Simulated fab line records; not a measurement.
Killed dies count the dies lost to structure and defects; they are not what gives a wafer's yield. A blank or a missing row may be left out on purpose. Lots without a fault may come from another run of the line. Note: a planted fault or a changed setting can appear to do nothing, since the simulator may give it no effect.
Matching of chambers ; flow nand-harc ; NHARC_A_BLC_ETCH_16 on rie-diel-13 has 4 sister chambers
The step etches the open film in CF4, target depth 39 nm, time 65 s. 14 wafers are shown with their chamber, then 7 later ones without.

WAFERS WITH THEIR CHAMBER
wafer;chamber;drypump-motor-current-A (A);throttle-valve-pct (%);rf-vpp-V (V)
L767.2;3;5.7;13.297;152.2
L767.4;1;5.6;13.272;151.2
L767.5;1;5.6;13.289;150.9
L770.1;1;5.6;13.274;150.9
L770.4;0;6.0;13.272;151.9
L770.6;0;5.9;13.271;152.1
L769.1;0;6.0;13.282;152.5
L769.2;2;5.8;13.269;151.0
L769.6;1;5.6;13.282;150.7
L775.1;1;5.6;13.289;150.0
L775.3;2;5.8;13.282;150.4
L775.4;0;5.9;13.293;152.5
L778.1;1;5.6;13.274;151.1
L778.2;2;5.8;13.284;153.2

SIGNATURES, as means of the wafers listed above
reading;chamber 0;chamber 1;chamber 2;chamber 3;scatter within a chamber
drypump-motor-current-A;5.950;5.600;5.800;5.700;0.0316
throttle-valve-pct;13.27950;13.28000;13.27833;13.29700;0.00867
rf-vpp-V;152.250;150.800;151.533;152.200;0.744
Rule: distance of a wafer from a chamber = root of the sum over the readings of ((wafer's reading minus chamber's mean) / reading's scatter) squared. The wafer belongs to the nearest chamber; if the next one is less than 2 further off, it can't be placed. How the scatter is found: for the shown wafers, subtract from each reading the mean of its chamber, square and add these, divide the total by (wafers less chambers), then take the root.

WAFERS WHOSE CHAMBER IS MISSING
wafer;drypump-motor-current-A (A);throttle-valve-pct (%);rf-vpp-V (V)
L778.6;5.6;13.287;150.1
L788.4;5.6;13.298;150.8
L788.5;6.0;13.300;152.8
L788.6;5.7;13.288;151.0
L790.1;5.7;13.268;151.0
L790.2;5.8;13.265;151.0
L790.5;5.6;13.270;150.4

WHICH CHAMBER EACH ONE RAN IN
wafer;from the rows above;in truth
L778.6;1;1
L788.4;can't be placed: 1 or 3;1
L788.5;0;0
L788.6;can't be placed: 3 or 1 or 2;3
L790.1;can't be placed: 2 or 1 or 3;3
L790.2;2;2
L790.5;1;1
Placed correctly: 4 of 7. Cannot be placed on the basis of these rows: 3; the candidates contain the true chamber in 3. Wrongly placed: 0.
